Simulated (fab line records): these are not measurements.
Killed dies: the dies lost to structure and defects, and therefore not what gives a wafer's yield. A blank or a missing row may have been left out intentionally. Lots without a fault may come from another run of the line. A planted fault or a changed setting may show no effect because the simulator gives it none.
Which tool is to blame?	flow nand harc	6 lots with 18 wafers sampled at 5 steps, on a route of 1159 steps

WHAT THE GAUGES SHOWED, per wafer
NHARC_END_SORT_01.
lot	measured	on	sort_bin_3_pct (%)
L922	day 20 03:44	prober-01	0 0 0
L925	day 20 18:34	prober-01	0.15 0.30 0.15
L931	day 21 17:55	prober-01	0 0.30 0
L940	day 24 01:49	prober-02	0.44 0.59 0.15
L941	day 24 02:41	prober-01	0.30 0.15 0.44
L944	day 24 18:07	prober-02	0.15 0.89 0.30

EACH LOT AND THE TOOL THAT RAN IT (in order: tool; ch and the chambers of the sampled wafers; start)
lot	NHARC_A_BONDPAD_PVD_27	NHARC_THIN_TSV_STRIP_62	NHARC_THIN_TSV_DEGAS_49	NHARC_THIN_TSV_PRE_CLEAN_54
L922	pvd sputter-03, day 18 15:05	plasma asher-01 ch 0, day 19 09:17	pvd sputter-02, day 19 09:25	pvd sputter-01, day 19 11:30
L925	pvd sputter-03, day 19 04:34	plasma asher-02 ch 1, day 19 23:34	pvd sputter-02, day 19 23:45	pvd sputter-01, day 20 01:50
L931	pvd sputter-02, day 20 08:16	plasma asher-01 ch 0,1, day 21 00:04	pvd sputter-02, day 21 00:15	pvd sputter-02, day 21 02:18
L940	pvd sputter-03, day 22 10:04	plasma asher-01 ch 0,1, day 23 08:36	pvd sputter-02, day 23 08:46	pvd sputter-01, day 23 10:50
L941	pvd sputter-03, day 22 15:43	plasma asher-01 ch 0,1, day 23 09:47	pvd sputter-01, day 23 09:59	pvd sputter-03, day 23 12:20
L944	pvd sputter-02, day 23 08:25	plasma asher-01 ch 0,1, day 24 02:52	pvd sputter-01, day 24 03:01	pvd sputter-01, day 24 05:26
- NHARC_A_BONDPAD_PVD_27: deposits Cu, target thk 30 nm, time 20.49 s.
- NHARC_THIN_TSV_STRIP_62: strips in N2/H2, time 20 s.
- NHARC_THIN_TSV_DEGAS_49: time 120 s.
- NHARC_THIN_TSV_PRE_CLEAN_54: time 30 s.

THE ANSWER, worked out from the rows above alone
Rule: usual is defined by the lots themselves. The widest of any qualifying gaps counts: lots, ordered by their means at a reading, are off when they make up no more than a third of the lots, leave a main group of 4 or more, and stand apart from it by 3 or more times the standard deviation of that group's means. Not used: any main group whose means are identical at the precision the tables above print for the reading. Also off: a lot with no number at a reading for which 4 or more lots have one. Any other lot the step has rows for is counted as sound.
Nothing can be told from this: no lot is off at any reading shown.

WHAT HAD BEEN PUT IN BY THE SIMULATOR
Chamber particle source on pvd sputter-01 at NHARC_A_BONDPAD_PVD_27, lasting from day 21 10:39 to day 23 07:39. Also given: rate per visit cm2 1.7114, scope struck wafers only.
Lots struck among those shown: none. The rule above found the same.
